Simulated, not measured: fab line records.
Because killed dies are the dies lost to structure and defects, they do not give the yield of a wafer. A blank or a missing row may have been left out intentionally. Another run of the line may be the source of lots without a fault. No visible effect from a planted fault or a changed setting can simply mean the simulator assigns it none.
Chamber matching ; flow nandHarc ; NHARC_A_CHANNEL_FILL_D1_ALD_16 on aldHk-02 has 4 sister chambers
The step deposits SiO2, target thk 1.5 nm, pulse time 10 s, ald cycles 15. 8 wafers are shown with their chamber, then 10 later ones without.

## WAFERS PAIRED WITH THEIR CHAMBERS
wafer;chamber;heaterPowerW (W);precursorPulseHeightRel
L087.1;3;468;0.993
L087.6;2;472;0.978
L086.4;3;477;1.013
L089.1;1;439;0.959
L089.2;2;466;0.984
L089.5;1;436;1.003
L092.1;0;491;0.974
L092.5;0;507;1.016

## WAFERS WITHOUT THEIR CHAMBER
wafer;heaterPowerW (W);precursorPulseHeightRel
L092.6;496;1.008
L093.1;487;1.000
L093.2;429;1.028
L093.3;480;0.994
L095.1;486;1.005
L095.2;494;0.992
L095.6;425;1.035
L096.2;479;1.001
L096.4;503;0.956
L096.5;503;0.993

## WHICH CHAMBER EACH ONE RAN IN
wafer;from the rows above;in truth
L092.6;0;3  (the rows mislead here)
L093.1;can't be placed: 0 or 3 or 2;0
L093.2;1;1
L093.3;can't be placed: 3 or 2 or 0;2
L095.1;can't be placed: 0 or 3 or 2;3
L095.2;0;0
L095.6;1;1
L096.2;can't be placed: 3 or 2 or 0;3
L096.4;0;0
L096.5;0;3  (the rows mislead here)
Correct placement for 4 of the 10. Not placeable from these rows: 4 (in 4, the candidates include the true chamber). Placed wrongly: 2.
How it was worked out, from the rows above alone: a wafer's distance from a chamber is the root of the sum, over the readings, of the square of ((its reading less the chamber's mean) divided by the reading's scatter). If the next closest chamber is less than 2 further off than the closest, the wafer can't be placed; otherwise it belongs to the closest. For every chamber, the mean is computed from those of its wafers that are shown. The scatter is the square root of a quotient: the sum, over the shown wafers, of each reading's squared deviation from its chamber's mean, divided by wafers minus chambers.
